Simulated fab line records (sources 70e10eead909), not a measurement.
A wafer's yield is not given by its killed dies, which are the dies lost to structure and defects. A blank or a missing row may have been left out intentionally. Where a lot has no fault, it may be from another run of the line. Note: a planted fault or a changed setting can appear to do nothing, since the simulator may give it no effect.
Matching of chambers    flow nand-harc    NHARC_THIN_TSV_DEP_47 on pecvd-03: 3 sister chambers
The step deposits SiO2, target thk 200 nm. 14 wafers are shown with their chamber, then 7 later ones without.

== WAFERS, EACH WITH ITS CHAMBER ==
wafer   chamber  throttle-valve-pct (%)
L618.3  2        15.8
L618.4  2        15.9
L618.6  0        15.7
L619.1  2        15.9
L619.2  1        16.0
L619.5  2        15.7
L623.1  2        16.2
L623.2  0        15.3
L623.4  1        16.7
L622.1  1        16.5
L622.3  0        15.7
L622.4  1        16.5
L627.2  1        16.5
L627.3  0        15.7

SIGNATURES (means of the wafers above)
reading             chamber 0  chamber 1  chamber 2  scatter within a chamber
throttle-valve-pct  15.600     16.440     15.900     0.22
Rule: a wafer's distance from a chamber is the root of the sum, over the readings, of the square of ((its reading less the chamber's mean) divided by the reading's scatter). If the next closest chamber is less than 2 further off than the closest, the wafer can't be placed; otherwise it belongs to the closest. The scatter is the square root of a quotient: the sum, over the shown wafers, of each reading's squared deviation from its chamber's mean, divided by wafers minus chambers.

== WAFERS WITHOUT THEIR CHAMBER ==
wafer   throttle-valve-pct (%)
L627.5  15.9
L629.1  15.5
L629.2  16.3
L629.6  16.4
L631.2  15.8
L631.3  16.4
L631.6  15.8

== CHAMBER TAKEN BY EACH ==
wafer   from the rows above      in truth
L627.5  can't be placed: 2 or 0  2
L629.1  can't be placed: 0 or 2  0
L629.2  can't be placed: 1 or 2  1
L629.6  1                        1
L631.2  can't be placed: 2 or 0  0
L631.3  1                        1
L631.6  can't be placed: 2 or 0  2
Correctly placed: 2 of 7. These rows do not allow placing 5 (true chamber among the candidates in 5). Placed wrongly: 0.
